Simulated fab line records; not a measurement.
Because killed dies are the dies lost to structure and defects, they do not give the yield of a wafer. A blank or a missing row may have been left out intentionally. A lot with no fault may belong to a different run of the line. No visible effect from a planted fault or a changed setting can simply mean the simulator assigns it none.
A struck lot beside a sound one ; flow n5Finfet ; 37 steps out of a route of 1938
Sound: the wafers L740.2, L740.4, L740.5. Struck: wafer L728.3 (L728.1, L728.5, from the same lot, were not struck and are left out); the cause is given at the end.
Per side, at each step with rows, come the tool, then ch with its chambers, and then its first start. Under that, the readings that differ: sound wafers ; struck wafers ; difference of the means ; sigmas: that difference in standard deviations of wafers without a fault.
alike: readings whose means differ by less than 2 such deviations, and words and numbers that are the same on both sides. not compared: withheld readings, readings that some wafer has no value for, bounds like >300 that may hide the same value, and numbers for which the record gives no deviation and whose values overlap.
The two part at a step that has a row with sigmas, a row that says differs or no value, or rows on one side only. Numbers that don't overlap but have no deviation are shown without sigmas and don't part them. A reading that every wafer of one side lacks parts them only if that side has two wafers or more.

first, 11 steps without rows for these wafers: N5_PMOS_HMC_CHANNEL_EPI_PRECLEAN_36 (cleans in O3/DIW, time 45 s); N5_PMOS_HMC_CHANNEL_EPI_PRECLEAN_18 (cleans in DHF, time 30 s); N5_PMOS_HMC_CHANNEL_EPI_SRD_19 (time 30 s); N5_PMOS_HMC_CHANNEL_EPI_EPI_20 (deposits SiGe30, target thk 59 nm); N5_PMOS_HMC_CHANNEL_EPI_HM_STRIP_35 (strips SiO2 in dHF, material SiO2, target depth 39.6 nm, time 216 s); N5_PMOS_HMC_CHANNEL_EPI_SRD_39 (time 30 s); N5_PMOS_HMC_CHANNEL_EPI_CMP_21 (polishes SiGe30, target thk 54 nm); N5_PMOS_HMC_CHANNEL_EPI_PRECLEAN_40 (cleans in DHF, time 30 s); N5_PMOS_HMC_CHANNEL_EPI_PRECLEAN_37 (cleans in O3/DIW, time 45 s); N5_PMOS_HMC_CHANNEL_EPI_PRECLEAN_24 (cleans in DHF, time 30 s); N5_PMOS_HMC_CHANNEL_EPI_SRD_25 (time 30 s).
N5_PMOS_HMC_CHANNEL_EPI_EPI_26: deposits Si from SiH4/H2, target thk 3.8 nm, time 22.7 s.
  sound on epiRpcvd-03 ch 0, day 7 15:07; struck on epiRpcvd-02 ch 0, day 4 14:20
reading;sound;struck;difference;sigmas
model.Si_of_PMOS_HMC_CHANNEL_EPI_EPI_26.thkNm (nm);3.783 3.761 3.755;5.026;+1.260;
  alike: chamberPressureTorr, throttleValvePct
then, 22 steps without rows for these wafers: N5_FIN_SAQP_PRECLEAN_42 (cleans in O3/DIW, time 60 s); N5_FIN_SAQP_PRECLEAN_00 (cleans in SC1, time 60 s); N5_FIN_SAQP_PRECLEAN_44 (cleans in SC2, time 45 s); N5_FIN_SAQP_SRD_01 (time 30 s); N5_FIN_SAQP_ALD_61 (deposits SiO2, target thk 4 nm, pulse time 1 s, purge time 2 s); N5_FIN_SAQP_DENSIFY_62 (time 60 s); N5_FIN_SAQP_HM_DEP_03 (deposits SiNx from SiH4/NH3/N2, target thk 38 nm, time 33.6 s); N5_FIN_SAQP_PECVD_47 (deposits a-Si from SiH4/He, target thk 45 nm, time 36.3 s); N5_FIN_SAQP_PECVD_48 (deposits SiNx from SiH4/NH3/N2, target thk 25 nm, time 22.1 s); N5_FIN_SAQP_PECVD_06 (deposits a-Si from SiH4/He, target thk 60 nm, time 48.1 s); N5_FIN_SAQP_HM_DEP_72 (deposits SiO2 from SiH4/N2O, target thk 12 nm, time 7.2 s); N5_FIN_SAQP_COAT_49 (time 60 s, resist thk 100 nm); N5_FIN_SAQP_COAT_50 (time 60 s, resist thk 35 nm); N5_FIN_SAQP_COAT_10 (resist thk 90 nm); N5_FIN_SAQP_EBR_12; N5_FIN_SAQP_SOFTBAKE_11 (time 60 s); N5_FIN_SAQP_EXPOSE_13 (exposes mask FIN CORE, target cd 35.6 nm); N5_FIN_SAQP_PEB_14 (peb time 60 s); N5_FIN_SAQP_DEVELOP_15 (develop time 30 s); N5_FIN_SAQP_DESCUM_21 (chemistry O2, time 7.9 s); N5_FIN_SAQP_ETCH_51 (etches SiARC in CF4, target depth 45.5 nm, time 75.8 s); N5_FIN_SAQP_ETCH_52 (etches SOC in N2/H2, target depth 100 nm, overetch 20 nm, time 150 s).
N5_STI_FIN_REVEAL_CLEAN_19: cleans in O3/DIW, time 120 s.
  sound on wetBench-06 ch 1,2,3, day 8 12:12; struck on wetBench-06 ch 5, day 5 11:13
reading;sound;struck;difference;sigmas
model.Si_of_PMOS_HMC_CHANNEL_EPI_EPI_26.thkNm (nm);2.4 2.4 2.4;3.6;+1.2;
-- here the record skips 8 days between the struck wafers' starts before and after, leaving off in module STI_FIN_REVEAL and picking up in module BEOL_M4 (first step shown: number 1111 of the route) --
N5_BEOL_M4_RC_MEAS_101:
  sound on prober-01 ch 0, day 15 04:50; struck on prober-01 ch 0, day 13 07:28
  alike: DIBL_N, DIBL_P, IOFF_N, IOFF_P, ION_N, ION_P, SS_N, SS_P, VT_N, VT_P
N5_PASSIVATION_PROBE_49:
  rows exist in the record for the sound wafers here (prober-01, day 19 14:32), none for the struck ones

WHERE THEY PART
Only at N5_PASSIVATION_PROBE_49, within this record.

WHY: the cause the simulator had injected
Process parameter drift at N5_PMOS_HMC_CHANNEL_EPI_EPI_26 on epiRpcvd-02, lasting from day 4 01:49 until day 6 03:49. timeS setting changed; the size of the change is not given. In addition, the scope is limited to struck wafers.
